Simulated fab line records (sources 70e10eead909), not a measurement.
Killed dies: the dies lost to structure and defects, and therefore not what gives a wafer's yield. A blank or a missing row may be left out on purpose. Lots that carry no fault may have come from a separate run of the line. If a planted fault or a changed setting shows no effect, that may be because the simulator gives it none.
Which tool did it? ; flow nand harc ; Sampling: 6 lots, 16 wafers, 5 of 1302 route steps

WHAT THE GAUGES SHOWED, per wafer
NHARC_END_SORT_01.
lot;measured;on;killed at array
L284;day 26 04:15;prober-02;52 58 63
L285;day 27 09:05;prober-02;78 60 77
L288;day 29 13:53;prober-02;672

WHICH TOOL RAN EACH LOT (tool, then ch and the chambers of the sampled wafers, then the start)
lot;NHARC_A_STAIRCASE_DEP_259;NHARC_A_STAIRCASE_STRIP_274;NHARC_A_STAIRCASE_DEP_280;NHARC_A_STAIRCASE_ETCH_294
L281;pecvd-03 ch 0,2, day 17 15:55;rie diel-08 ch 1,2,3, day 18 00:50 or earlier;pecvd-04 ch 1,2, day 18 00:50;rie diel-08 ch 0,1, no start
L284;pecvd-04 ch 1,2, day 18 11:24;rie diel-03 ch 0,1,2, day 18 19:26 or earlier;pecvd-01 ch 0,1, day 18 19:26;rie diel-09 ch 0,1,2, day 26 04:15 or earlier
L285;pecvd-01 ch 0,1,2, day 19 07:11;rie diel-03 ch 0,1,3, day 19 13:35 or earlier;pecvd-01 ch 0,1,2, day 19 13:35;rie diel-09 ch 0,2,3, day 27 09:05 or earlier
L288;pecvd-01 ch 0, day 20 17:11;rie diel-03 ch 3, day 21 11:55 or earlier;pecvd-03 ch 0, day 21 11:55;rie diel-09 ch 3, day 29 13:53 or earlier
L298;pecvd-04 ch 0,1,2, day 24 12:59;rie diel-03 ch 0,1,2, day 24 21:41 or earlier;pecvd-01 ch 1,2, day 24 21:41;rie diel-09 ch 0,2,3, no start
L300;pecvd-03 ch 0,1,2, day 25 15:23;rie diel-08 ch 0,1,3, day 25 21:17 or earlier;pecvd-03 ch 0,1,2, day 25 21:17;rie diel-08 ch 1,2,3, no start
- NHARC_A_STAIRCASE_DEP_259: deposits SiON, target thk 30 nm.
- NHARC_A_STAIRCASE_STRIP_274: strips in O2.
- NHARC_A_STAIRCASE_DEP_280: deposits SiON, target thk 30 nm.
- NHARC_A_STAIRCASE_ETCH_294: etches the open film in C4F8/O2/Ar, target depth 4989 nm, time 1211.6 s.

THE ANSWER, worked out from the rows above alone
Rule: the usual values come from the lots themselves. The widest of any qualifying gaps counts: lots, ordered by their means at a reading, are off when they make up no more than a third of the lots, leave a main group of 4 or more, and stand apart from it by 3 or more times the standard deviation of that group's means. Not used: any main group whose means are identical at the precision the tables above print for the reading. A lot without any number at a reading at which 4 lots or more have one is off too. The other lots that the step has rows for count as sound.
No lot is off on any of the readings shown, so nothing can be concluded from this.

WHAT HAD BEEN PUT IN BY THE SIMULATOR
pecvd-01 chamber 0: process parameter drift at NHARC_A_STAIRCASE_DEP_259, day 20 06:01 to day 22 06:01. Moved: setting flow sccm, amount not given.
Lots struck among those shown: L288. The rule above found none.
